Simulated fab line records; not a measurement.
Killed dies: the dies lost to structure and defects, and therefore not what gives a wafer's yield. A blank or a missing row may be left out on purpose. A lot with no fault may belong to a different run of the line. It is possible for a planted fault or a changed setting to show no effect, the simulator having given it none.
fab line records | flow n5-finfet
[record] lots = 10 wafers = 30 last-day = 17
route steps=1938 shown BEOL_M6@1211 PASSIVATION@1936
lots that met no fault: taken from a fault-free run of the same line
start-h: hours from the record's first day to the start of the lot's first wafer shown | wait-h: how many hours have passed since the lot's step before this one | " same as the row above | L1.1+2: a single row standing in for several wafers | - either no value or no given start | * or withheld: withheld | < > ~ a bound
route shown NAME@n: NAME is a module with steps in the file, n the number in the route of the first one | usual: mean and standard deviation over wafers with no fault | same: alike in all rows | chamber/n: place in a boat | sites: per-site readings | _std_site: the standard deviation of these | _edge_site: outer sites' mean less inner sites' | radius-mm: for every site, how far away it sits from the centre of the wafer | mask NAME#n: copy n | behind: the most recent tool/chamber to have shaped the wafer | hold: cause of the lot's hold/its duration in hours/its outcome | device: whichever transistor did not switch (one of n, p or np) | end of line: the tests these same wafers got at the end of their route | where a step has no rows: the recipe by itself | killed: at the first sort, the dies lost to defects and structure; wafer yield is something else | map: shows each die of a wafer: x if killed, . if not, _ if none is there
set.NAME: the run value of the setting; set.NAME@STEP: its run value at that earlier step | model.NAME: the simulator's own value behind a step, which no gauge read
a sample of lots followed through the steps of the route, with each step as a table and each wafer as a row
services: the hour from which a tool's chamber was out of use, counted from the record's first day as start-h (under 0 if before that day), plus the number of hours and why
[[steps]]
[step N5_BEOL_M6_ETCH_61]
[recipe] chemistry = CF4 target = SiARC target-depth-a = 455 mask-material = CAR-ArF time-s = 75.8 ion-energy-ev = 80 pressure-mtorr = 40 source-w = 545 bias-w = 36 Ar_flow_sccm = 100 cf4-flow-sccm = 100 ends = cleared
[usual] drypump-motor-current-A = 5.7/0.48 etch-rf-on-time-s = 75.9/1.3 oes-product-au = 0.67/0.075 rf-vpp-V = 184.4/1.2 showerhead-plenum-p-Torr = 2.17/0.077 throttle-valve-pct = 15.59/0.24
// columns lot.wafer tool chamber start-h wait-h drypump-motor-current-A etch-rf-on-time-s oes-product-au rf-hours-counter-h rf-vpp-V showerhead-plenum-p-Torr throttle-valve-pct
L265.1 rie-diel-06 3 191.95 0.0 5.7 75.9 0.74 41 186.1 2.26 15.41
L265.3 " 0 " " 5.8 77.2 0.57 238 184.0 2.11 15.99
L265.6 " 0 " " 5.8 76.9 0.57 - 184.9 2.11 16.01
L266.1 rie-diel-02 3 198.83 0.0 5.7 77.6 0.57 242 184.4 2.10 15.72
L266.3 " 0 " " 6.3 75.2 0.63 182 183.3 2.13 15.45
L266.4 " 2 " " 5.9 77.0 0.61 199 185.4 2.21 15.56
L267.1 rie-diel-05 2 210.93 0.0 5.6 76.5 0.75 23 185.3 2.27 15.42
L267.3 " 0 " " 5.9 73.6 0.77 37 183.7 2.09 15.21
L267.6 " 0 " " 5.9 74.5 0.77 - 184.2 2.09 15.21
L268.1 rie-diel-02 2 213.62 0.0 5.9 77.6 0.60 205 185.6 2.20 15.60
L268.4 " 1 " " 6.6 76.0 0.69 92 185.0 2.25 15.38
L268.5 " 3 " " 5.8 78.1 0.56 - 183.2 2.10 15.74
L270.1 rie-diel-06 3 224.10 0.0 5.7 73.0 0.74 54 185.7 2.26 15.43
L270.3 " 2 " " 5.1 74.9 0.61 203 182.4 2.04 15.98
L270.5 " 3 " " 5.8 72.5 0.74 - 185.8 2.26 15.44
L273.4 rie-diel-05 3 248.72 0.0 4.9 77.9 0.58 222 184.5 2.20 15.77
L273.5 " 3 " " 4.8 78.2 0.58 - 184.8 2.20 15.78
L273.6 " 2 " " 5.5 77.5 0.73 - 184.7 2.27 15.44
L275.2 rie-diel-05 1 265.16 0.0 5.2 75.9 0.67 108 182.3 2.16 15.87
L275.4 " 0 " " 5.9 74.6 0.74 56 183.1 2.09 15.25
L275.6 " 2 " " 5.5 76.6 0.72 - 187.0 2.27 15.46
L280.3 rie-diel-06 1 282.06 0.0 5.9 74.5 0.76 41 186.4 2.27 15.77
L280.4 " 2 " " 5.1 76.8 0.59 228 183.2 2.03 16.02
L280.5 " 3 " " 5.7 74.7 0.70 - 186.2 2.25 15.47
L284.1 rie-diel-05 3 304.33 0.0 4.8 77.9 0.57 241 184.5 2.20 15.81
L284.3 " 1 " " 5.2 76.5 0.66 119 183.7 2.16 15.90
L284.4 " 0 " " 5.9 74.9 0.72 69 182.6 2.08 15.27
L285.2 rie-diel-05 3 319.29 0.0 4.8 76.9 0.57 248 183.4 2.20 15.82
L285.3 " 0 " " 5.9 74.1 0.72 73 183.8 2.08 15.27
L285.4 " 2 " " 5.5 76.8 0.69 62 187.2 2.26 15.51
[step N5_BEOL_M6_STRIP_67]
[recipe] chemistry = CF4 resist = SiARC power-w = 300 bias-power-w = 75 pressure-mtorr = 50 cf4-flow-sccm = 150 rf-frequency-hz = 6e+07
[usual] drypump-motor-current-A = 5.7/0.48 oes-product-au = 0.79/0.082 rf-vpp-V = 271.7/1.6 showerhead-plenum-p-Torr = 1.82/0.065 throttle-valve-pct = 13.58/0.25
// columns lot.wafer tool chamber start-h wait-h drypump-motor-current-A oes-product-au rf-hours-counter-h rf-vpp-V showerhead-plenum-p-Torr throttle-valve-pct
L265.1 rie-diel-06 3 192.15 0.0 5.7 0.87 41 274.1 1.89 13.36
L265.3 " 0 " " 5.8 0.68 238 270.5 1.76 14.01
L265.6 " 0 " " 5.8 0.68 - 270.5 1.77 13.99
L266.1 rie-diel-02 3 199.04 0.0 5.7 0.67 242 271.7 1.76 13.72
L266.3 " 0 " " 6.3 0.74 182 273.4 1.78 13.46
L266.4 " 2 " " 5.9 0.73 199 270.8 1.85 13.59
L267.1 rie-diel-05 2 211.13 0.0 5.5 0.88 23 272.6 1.91 13.37
L267.3 " 0 " " 5.8 0.88 37 270.6 1.76 13.18
L267.6 " 0 " " 5.9 0.89 - 269.5 1.76 13.18
L268.1 rie-diel-02 2 213.82 0.0 5.9 0.73 205 272.3 1.85 13.60
L268.4 " 1 " " 6.5 0.80 92 271.7 1.89 13.39
L268.5 " 3 " " 5.8 0.67 - 269.5 1.76 13.76
L270.1 rie-diel-06 3 224.30 0.0 5.8 0.84 54 273.1 1.89 13.40
L270.3 " 2 " " 5.1 0.70 203 270.2 1.71 13.97
L270.5 " 3 " " 5.8 0.84 - 270.7 1.89 13.38
L273.4 rie-diel-05 3 248.92 0.0 4.8 0.69 222 273.1 1.85 13.79
L273.5 " 3 " " 4.8 0.69 - 274.0 1.85 13.77
L273.6 " 2 " " 5.5 0.86 - 274.3 1.90 13.42
L275.2 rie-diel-05 1 265.36 0.0 5.2 0.79 108 270.4 1.81 13.85
L275.4 " 0 " " 5.8 0.85 56 270.5 1.75 13.25
L275.6 " 2 " " 5.6 0.85 - 273.9 1.90 13.42
L280.3 rie-diel-06 1 282.26 0.0 5.9 0.89 41 271.6 1.90 13.73
L280.4 " 2 " " 5.1 0.69 228 268.2 1.70 14.03
L280.5 " 3 " " 5.7 0.81 - 271.4 1.88 13.44
L284.1 rie-diel-05 3 304.53 0.0 4.8 0.67 241 271.9 1.84 13.83
L284.3 " 1 " " 5.2 0.78 119 271.6 1.81 13.88
L284.4 " 0 " " 5.9 0.84 69 269.1 1.75 13.26
L285.2 rie-diel-05 3 319.49 0.0 4.8 0.68 248 272.9 1.84 13.86
L285.3 " 0 " " 5.9 0.84 73 269.3 1.75 13.28
L285.4 " 2 " " 5.6 0.81 63 273.6 1.89 13.46
[step N5_BEOL_M6_OVL_MEAS_29]
[recipe] points-per-wafer = 522
[usual] V5_OVL = 0.4/0.8
// columns lot.wafer tool chamber start-h wait-h V5_OVL[nm]
L265.1 overlay-02 0 193.27 0.0 1.0
L265.3 " 0 " " 1.4
L265.6 " 0 " " 1.6
L266.1 overlay-01 0 200.08 0.0 1.0
L266.3 " 0 " " 0.5
L266.4 " 0 " " 1.0
L267.1 overlay-02 0 218.38 0.0 1.0
L267.3 " 0 " " -0.4
L267.6 " 0 " " 0.0
L268.1 overlay-01 0 218.43 0.0 1.2
L268.4 " 0 " " 0.4
L268.5 " 0 " " 0.6
L270.1 overlay-02 0 225.38 0.0 -0.2
L270.3 " 0 " " -0.1
L270.5 " 0 " " 0.7
L273.4 overlay-02 0 251.37 0.0 1.2
L273.5 " 0 " " 0.2
L273.6 " 0 " " 0.9
L275.2 overlay-01 0 268.13 0.0 2.3
L275.4 " 0 " " 1.8
L275.6 " 0 " " 1.2
L280.3 overlay-01 0 285.37 0.0 0.8
L280.4 " 0 " " 0.1
L280.5 " 0 " " -0.1
L284.1 overlay-02 0 305.47 0.0 0.3
L284.3 " 0 " " -0.5
L284.4 " 0 " " -0.1
L285.2 overlay-02 0 323.42 0.0 -1.1
L285.3 " 0 " " -0.4
L285.4 " 0 " " 0.4
[step N5_BEOL_M6_INSPECT_30]
[recipe] mode = adi inspect-instrument = brightfield
[usual] raw-defect-count = 421/92
// columns lot.wafer tool chamber start-h wait-h raw-defect-count
L265.1 defect-inspect-01 - 193.33 0.1 596
L265.3 " - " " 582
L265.6 " - " " 516
L266.1 defect-inspect-01 - 200.15 0.1 606
L266.3 " - " " 517
L266.4 " - " " 455
L267.1 defect-inspect-02 - 218.45 0.1 437
L267.3 " - " " 265
L267.6 " - " " 388
L268.1 defect-inspect-01 - 218.49 0.1 289
L268.4 " - " " 366
L268.5 " - " " 383
L270.1 defect-inspect-01 - 225.44 0.1 381
L270.3 " - " " 495
L270.5 " - " " 384
L273.4 defect-inspect-02 - 251.41 0.0 355
L273.5 " - " " 342
L273.6 " - " " 335
L275.2 defect-inspect-02 - 268.19 0.0 424
L275.4 " - " " 578
L275.6 " - " " 517
L280.3 defect-inspect-01 - 285.42 0.0 500
L280.4 " - " " 618
L280.5 " - " " 331
L284.1 defect-inspect-01 - 305.52 0.1 821
L284.3 " - " " 761
L284.4 " - " " 758
L285.2 defect-inspect-01 - 323.48 0.0 804
L285.3 " - " " 677
L285.4 " - " " 659
[step N5_BEOL_M6_DESCUM_33]
[recipe] chemistry = O2 time-s = 7 source-power-w = 50 bias-power-w = 20 pressure-mtorr = 20 rf-frequency-hz = 2.712e+07 temp-c = 40 resist = CAR-EUV o2-flow-sccm = 225
[usual] drypump-motor-current-A = 5.7/0.47 o2-flow-sccm = 225.0/0.67 oes-product-au = 0.80/0.092 rf-vpp-V = 243.7/1.4 showerhead-plenum-p-Torr = 2.13/0.077 throttle-valve-pct = 20.43/0.24
// columns lot.wafer tool chamber start-h wait-h drypump-motor-current-A o2-flow-sccm oes-product-au rf-hours-counter-h rf-vpp-V showerhead-plenum-p-Torr throttle-valve-pct
L265.1 rie-diel-02 0 193.36 0.0 6.3 224.4 0.73 179 241.7 2.09 20.25
L265.3 " 3 " " 5.8 225.9 0.67 240 243.6 2.06 20.48
L265.6 " 0 " " 6.4 225.4 0.73 - 242.4 2.09 20.22
L266.1 rie-diel-02 2 200.18 0.0 5.9 224.5 0.72 199 244.3 2.17 20.41
L266.3 " 3 " " 5.7 225.6 0.67 242 242.5 2.06 20.49
L266.4 " 0 " " 6.3 225.2 0.73 182 242.4 2.08 20.25
L267.1 rie-diel-05 1 218.63 0.2 5.2 224.7 0.80 91 241.3 2.11 20.75
L267.3 " 0 " " 5.9 225.2 0.89 40 242.0 2.04 20.03
L267.6 " 3 " " 4.8 223.9 0.69 - 245.2 2.15 20.41
L268.1 rie-diel-02 3 218.70 0.2 5.8 224.5 0.66 249 242.5 2.06 20.52
L268.4 " 1 " " 6.6 225.5 0.80 93 245.5 2.21 20.20
L268.5 " 0 " " 6.4 223.8 0.72 - 242.5 2.08 20.24
L270.1 rie-diel-05 2 225.47 0.0 5.6 225.2 0.88 27 244.7 2.23 20.29
L270.3 " 3 " " 4.8 224.6 0.68 213 243.2 2.15 20.44
L270.5 " 2 " " 5.5 225.5 0.88 - 247.0 2.23 20.29
L273.4 rie-diel-06 3 251.46 0.0 5.7 225.1 0.87 - 245.3 2.20 20.26
L273.5 " 2 " " 5.1 224.4 0.69 - 241.4 2.00 20.88
L273.6 " 1 " " 5.9 225.6 0.92 - 245.4 2.21 20.58
L275.2 rie-diel-06 1 268.22 0.0 5.9 225.2 0.91 35 244.1 2.21 20.58
L275.4 " 1 " " 5.9 226.0 0.91 - 246.2 2.21 20.58
L275.6 " 2 " " 5.1 225.1 0.70 - 242.1 1.99 20.88
L280.3 rie-diel-05 0 285.47 0.1 5.9 225.8 0.86 64 242.9 2.03 20.06
L280.4 " 1 " " 5.2 225.3 0.79 113 244.2 2.11 20.75
L280.5 " 0 " " 5.9 225.2 0.85 - 243.0 2.03 20.06
L284.1 rie-diel-06 2 305.84 0.3 5.1 226.3 0.68 237 241.1 1.99 20.93
L284.3 " 3 " " 5.7 224.8 0.82 88 245.4 2.20 20.31
L284.4 " 1 " " 5.9 223.4 0.88 50 245.0 2.21 20.61
L285.2 rie-diel-05 3 323.51 0.0 4.8 225.8 0.67 248 243.1 2.14 20.48
L285.3 " 0 " " 5.9 224.6 0.84 74 242.1 2.03 20.08
L285.4 " 1 " " 5.2 225.7 0.78 127 243.9 2.10 20.78
[step N5_PASSIVATION_PROBE_49]
[usual] defect-limited-yield = 91.7/1.5 killed_at_M0_to_M3 = 30/8.6 killed_at_M4_up = 12/4.5 killed-at-contacts = 13/5.8 killed-at-front-end = 38/11 killed-at-other = 4/3 killed-dies = 97/17 killed-open = 63/12 killed-short = 32/8.8 sort_bin_5_function = 4.8/0.91 sort_bin_6_memory = 3.1/0.68 sort-n-pass = 1083/17 sort-yield-pct = 91.7/1.5
[same] gross-dies = 1180 killed-at-back-side = 0 sort_bin_4_leakage[%] = 0 sort_bin_8_speed[%] = 0
// columns lot.wafer tool chamber start-h wait-h defect-limited-yield[%] killed_at_M0_to_M3 killed_at_M4_up killed-at-contacts killed-at-front-end killed-at-other killed-dies killed-open killed-short sort_bin_5_function[%] sort_bin_6_memory[%] sort-n-pass sort-yield-pct[%]
L284.1 prober-01 - 399.18 0.0 86.5 33 94 4 28 0 159 60 14 8.5 3.5 1021 86.5
L284.3 prober-01 - 399.28 0.1 90.0 25 54 8 30 1 118 45 25 6.4 2.5 1062 90.0
L284.4 prober-01 - 399.33 0.2 86.7 19 102 20 14 2 157 44 24 9.0 3.4 1023 86.7
L285.2 prober-02 - 417.83 0.1 86.3 26 92 11 32 1 162 46 33 8.7 3.2 1018 86.3
L285.3 prober-02 - 417.88 0.1 84.4 31 89 20 41 3 184 69 35 9.1 4.8 996 84.4
L285.4 prober-02 - 417.93 0.2 82.8 38 116 13 30 6 203 63 43 11.4 4.6 977 82.8
// killed by level:class
L284.1 BEOL_M6:unspecified=84 BEOL_M0_SAQP:geometric-particle:open=14 STI_FIN_REVEAL:geometric-particle:open=10 BEOL_M2:geometric-particle:open=10 DUMMY_GATE:geometric-particle:open=5 BEOL_M4:geometric-particle:open=5 MOL_CONTACT_COAG:geometric-particle:open=3 GATE_CUT:geometric-particle:open=3
L284.3 BEOL_M6:unspecified=46 BEOL_M0_SAQP:geometric-particle:short=11 MOL_CONTACT_COAG:geometric-particle:open=8 BEOL_M4:geometric-particle:open=7 FIN_SAQP:geometric-particle:short=4 STI_FIN_REVEAL:geometric-particle:open=4 DUMMY_GATE:geometric-particle:open=4 BEOL_M0_SAQP:geometric-particle:open=4
L284.4 BEOL_M6:unspecified=86 MOL_CONTACT_COAG:geometric-particle:open=14 MOL_CONTACT_COAG:geometric-particle:short=6 BEOL_M2:geometric-particle:open=6 BEOL_M0_SAQP:geometric-particle:open=5 BEOL_M4:geometric-particle:open=5 STI_FIN_REVEAL:geometric-particle:open=4 BEOL_M0_SAQP:geometric-particle:short=4
L285.2 BEOL_M6:unspecified=82 BEOL_M0_SAQP:geometric-particle:short=9 MOL_CONTACT_COAG:geometric-particle:open=8 STI_FIN_REVEAL:geometric-particle:open=7 FIN_SAQP:geometric-particle:open=6 FIN_SAQP:geometric-particle:short=5 GATE_CUT:geometric-particle:short=5 BEOL_M1:geometric-particle:open=5
L285.3 BEOL_M6:unspecified=78 MOL_CONTACT_COAG:geometric-particle:open=15 FIN_SAQP:geometric-particle:short=12 BEOL_M2:geometric-particle:open=10 STI_FIN_REVEAL:geometric-particle:open=6 BEOL_M1:geometric-particle:open=6 FIN_SAQP:geometric-particle:open=5 MOL_CONTACT_COAG:geometric-particle:short=5
L285.4 BEOL_M6:unspecified=95 MOL_CONTACT_COAG:geometric-particle:open=10 BEOL_M2:geometric-particle:open=8 BEOL_M4:geometric-particle:open=8 GATE_CUT:geometric-particle:short=7 BEOL_M0_SAQP:geometric-particle:short=7 BEOL_M3:geometric-particle:short=7 BEOL_M1:geometric-particle:open=6
[[services]]
// columns tool chamber start-h hours kind
rie-diel-06 1 170.03 - clean
rie-diel-06 1 170.03 - consumable-replace:focus-ring
rie-diel-06 1 170.03 - consumable-replace:showerhead
rie-diel-06 1 170.03 12.2 scheduled-down
rie-diel-06 1 170.03 12.2 vent-cycle
rie-diel-06 0 200.31 15.8 repair
rie-diel-02 3 221.54 - clean
rie-diel-02 3 221.54 - consumable-replace:focus-ring
rie-diel-06 0 247.37 - clean
rie-diel-06 0 247.37 - consumable-replace:focus-ring
rie-diel-06 0 247.37 23.0 scheduled-down
rie-diel-06 0 247.37 23.0 vent-cycle
rie-diel-05 0 304.59 5.7 repair
rie-diel-06 3 310.47 18.0 repair
[[key]]
[first-sign] step = N5_BEOL_M6_INSPECT_30 reading = raw-defect-count direction = up sigmas = 3.5 usual = 421 struck = 747
[effect] step = N5_PASSIVATION_PROBE_49 reading = killed_at_M4_up direction = up sigmas = 18 usual = 12 struck = 91
[more-kills-born-at] N5_BEOL_M6_STRIP_67@rie-diel-05 = 471
met-at N5_BEOL_M6_STRIP_67
struck-lots L284,L285
not-acting-at N5_BEOL_M6_ETCH_61,N5_BEOL_M6_OVL_MEAS_29,N5_BEOL_M6_DESCUM_33
onset-between 265.36 304.53
also-fits time
[fault] kind = chamber-particle-source tool = rie-diel-05 chamber = - onset-h = 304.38 steps = N5_BEOL_M6_STRIP_67 rate-per-visit-cm2 = 0.53477 end-h = 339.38
